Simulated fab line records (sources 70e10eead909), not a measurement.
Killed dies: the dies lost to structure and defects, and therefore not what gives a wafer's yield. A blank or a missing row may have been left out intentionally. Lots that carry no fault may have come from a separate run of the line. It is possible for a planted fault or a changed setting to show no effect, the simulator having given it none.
A struck lot beside a sound one	flow nand-harc	15 out of 1159 route steps
Sound: the wafers L591.1, L591.4, L591.6. The struck wafers were L598.2, L598.3, L598.4. The cause is given at the end.
Per side, at each step with rows, come the tool, then ch with its chambers, and then its first start. Under that, the readings that differ: sound wafers	struck wafers	difference of the means	sigmas: that difference in standard deviations of wafers without a fault.
alike: readings with means less than 2 such deviations apart, plus words and numbers identical on both sides. not compared: withheld readings, readings lacking a value on some wafer, bounds such as >300 that could conceal the same value, and numbers that have no deviation in the record and whose values overlap.
Wherever a step has rows on one side only, a row that says differs or no value, or a row with sigmas, the two part there. Non-overlapping numbers with no deviation appear without sigmas and do not part them. A reading missing from all wafers of one side parts the sides only when that side holds two or more wafers.

NHARC_A_M1_PRE_CLEAN_32: time 12 s.
  sound on pecvd-04 ch 0,1, day 19 21:10; struck on pecvd-03 ch 1,2, day 21 06:32
  alike: heater-power-w
NHARC_A_M1_DEP_33: deposits SiCN, target thk 30 nm.
  sound on pecvd-04 ch 0,1, day 19 21:16; struck on pecvd-03 ch 1,2, day 21 06:38
  alike: heater-power-w, showerhead-vpp-V
NHARC_A_BONDPAD_DEP_00: deposits SiCN, target thk 250 nm.
  sound on pecvd-01 ch 0,2, day 19 22:01; struck on pecvd-04 ch 0,1, day 21 07:09
  alike: heater-power-w, showerhead-vpp-V
NHARC_A_BONDPAD_CMP_29: polishes SiCN, target thk 200 nm.
  sound on cmp-03 ch 1,3, day 19 22:23; struck on cmp-03 ch 1,2,3, day 21 07:34
  alike: edge-zone-pressure-frac, motor-current-A
NHARC_A_BONDPAD_THK_MEAS_30: measures by ellipsometry.
  sound on film-metro-02 at day 19 22:37; struck on film-metro-02 at day 21 07:49
  alike: thk-nm
then, 7 steps without rows for these wafers: NHARC_A_BONDPAD_SRD_31; NHARC_A_BONDPAD_DEHYDRATE_01 (time 120 s); NHARC_A_BONDPAD_HMDS_02 (time 30 s); NHARC_A_BONDPAD_COAT_33 (time 65 s); NHARC_A_BONDPAD_COAT_03 (resist thk 600 nm); NHARC_A_BONDPAD_SOFTBAKE_04 (time 70 s); NHARC_A_BONDPAD_EBR_05.
NHARC_A_BONDPAD_EXPOSE_06: exposes mask A BPAD.
  sound on krf-scanner-04 ch 0, day 19 23:02; struck on krf-scanner-02 ch 0, day 21 08:07
reading	sound	struck	difference	sigmas
exposure-dose-mJ-cm2	36.99 37.03 36.97	39.76 39.74 39.70	+2.74	+61
  alike: mask
then, 1 step without rows for these wafers: NHARC_A_BONDPAD_PEB_07 (peb time 80 s).
NHARC_END_SORT_01:
  the record has rows for the struck wafers here (prober-02 ch 0, day 22 14:09) and none for the sound ones

== WHERE THEY PART ==
Earliest at NHARC_A_BONDPAD_EXPOSE_06; latest, in this record, at NHARC_END_SORT_01.

WHY: what the simulator had put in
Process parameters drifting: krf-scanner-02 at NHARC_A_BONDPAD_EXPOSE_06, beginning at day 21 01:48. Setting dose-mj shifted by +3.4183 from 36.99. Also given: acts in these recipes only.
